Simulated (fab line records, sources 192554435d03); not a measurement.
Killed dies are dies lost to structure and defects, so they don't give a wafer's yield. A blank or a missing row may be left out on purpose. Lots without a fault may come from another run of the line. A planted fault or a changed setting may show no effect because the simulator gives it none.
Chamber matching | flow n5_finfet | N5_SDB_HM_OPEN_20 on rie_diel-05: 4 sister chambers
The step chemistry CH3F/O2, target SiNx, stops on poly-Si, target depth 24 nm. 14 wafers are shown with their chamber, then 7 later ones without.

WAFERS WITH THEIR CHAMBER
wafer  | chamber | drypump_motor_current_A (A) | throttle_valve_pct (%) | showerhead_plenum_p_Torr (Torr)
L074.1 | 2       | 5.2                         | 16.34                  | 1.92
L074.2 | 3       | 5.8                         | 16.70                  | 1.99
L074.5 | 3       | 5.7                         | 16.70                  | 1.99
L077.4 | 1       | 6.0                         | 16.40                  | 1.98
L077.5 | 1       | 6.0                         | 16.39                  | 1.98
L077.6 | 0       | 5.1                         | 16.30                  | 1.98
L080.1 | 1       | 6.0                         | 16.42                  | 1.97
L080.4 | 2       | 5.1                         | 16.36                  | 1.92
L080.5 | 3       | 5.7                         | 16.74                  | 1.99
L083.2 | 1       | 6.0                         | 16.42                  | 1.97
L083.5 | 2       | 5.1                         | 16.39                  | 1.91
L083.6 | 1       | 6.0                         | 16.42                  | 1.97
L088.2 | 3       | 5.8                         | 16.75                  | 1.98
L088.4 | 3       | 5.7                         | 16.74                  | 1.98

SIGNATURES (means of the wafers above)
reading                  | chamber 0 | chamber 1 | chamber 2 | chamber 3 | scatter within a chamber
drypump_motor_current_A  | 5.100     | 6.000     | 5.133     | 5.740     | 0.0432
throttle_valve_pct       | 16.3000   | 16.4100   | 16.3633   | 16.7260   | 0.0209
showerhead_plenum_p_Torr | 1.9800    | 1.9740    | 1.9167    | 1.9860    | 0.00554
Rule: a wafer's distance from a chamber is the root of the sum, over the readings, of the square of ((its reading less the chamber's mean) divided by the reading's scatter). The wafer belongs to the nearest chamber; if the next one is less than 2 further off, it can't be placed. The scatter: the root of (the sum of the squares of (reading less its chamber's mean) over the shown wafers, divided by (wafers less chambers)).

WAFERS WITHOUT THEIR CHAMBER
wafer  | drypump_motor_current_A (A) | throttle_valve_pct (%) | showerhead_plenum_p_Torr (Torr)
L088.6 | 6.0                         | 16.43                  | 1.97
L091.1 | 5.2                         | 16.42                  | 1.91
L091.4 | 5.7                         | 16.76                  | 1.98
L091.6 | 5.1                         | 16.35                  | 1.98
L094.1 | 5.2                         | 16.45                  | 1.91
L094.5 | 5.1                         | 16.36                  | 1.97
L094.6 | 5.7                         | 16.79                  | 1.98

WHICH CHAMBER EACH WENT THROUGH
wafer  | from the rows above | in truth
L088.6 | 1                   | 1
L091.1 | 2                   | 2
L091.4 | 3                   | 3
L091.6 | 0                   | 0
L094.1 | 2                   | 2
L094.5 | 0                   | 0
L094.6 | 3                   | 3
Placed correctly: 7 of 7. Can't be placed from these rows: 0. Placed wrongly: 0.
